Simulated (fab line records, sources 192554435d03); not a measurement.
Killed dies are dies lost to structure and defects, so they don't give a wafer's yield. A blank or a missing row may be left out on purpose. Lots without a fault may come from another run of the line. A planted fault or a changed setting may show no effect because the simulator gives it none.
Chamber matching | flow n5_finfet | N5_BEOL_M9_STRIP_19 on rie_diel-05: 4 sister chambers
The step strips in O2. 8 wafers are shown with their chamber, then 10 later ones without.

WAFERS WITH THEIR CHAMBER
wafer  | chamber | drypump_motor_current_A (A) | showerhead_plenum_p_Torr (Torr)
L083.1 | 0       | 6.1                         | 2.15
L086.4 | 1       | 6.0                         | 2.07
L087.1 | 1       | 6.0                         | 2.07
L087.4 | 2       | 5.0                         | 1.99
L090.1 | 0       | 6.1                         | 2.14
L090.6 | 3       | 5.7                         | 2.14
L088.3 | 2       | 5.1                         | 1.99
L088.5 | 3       | 5.8                         | 2.14

WAFERS WITHOUT THEIR CHAMBER
wafer  | drypump_motor_current_A (A) | showerhead_plenum_p_Torr (Torr)
L088.6 | 5.1                         | 1.99
L092.2 | 6.0                         | 2.07
L092.3 | 6.1                         | 2.14
L092.6 | 6.0                         | 2.07
L095.2 | 6.1                         | 2.14
L095.4 | 5.0                         | 1.99
L095.5 | 5.0                         | 1.99
L097.1 | 5.7                         | 2.14
L097.3 | 6.1                         | 2.14
L097.4 | 6.0                         | 2.07

WHICH CHAMBER EACH WENT THROUGH
wafer  | from the rows above | in truth
L088.6 | 2                   | 2
L092.2 | 1                   | 1
L092.3 | 0                   | 0
L092.6 | 1                   | 1
L095.2 | 0                   | 0
L095.4 | 2                   | 2
L095.5 | 2                   | 2
L097.1 | 3                   | 3
L097.3 | 0                   | 0
L097.4 | 1                   | 1
Placed correctly: 10 of 10. Can't be placed from these rows: 0. Placed wrongly: 0.
How it was worked out, from the rows above alone: a wafer's distance from a chamber is the root of the sum, over the readings, of the square of ((its reading less the chamber's mean) divided by the reading's scatter). The wafer belongs to the nearest chamber; if the next one is less than 2 further off, it can't be placed. A chamber's mean is the mean of its shown wafers. The scatter: the root of (the sum of the squares of (reading less its chamber's mean) over the shown wafers, divided by (wafers less chambers)).
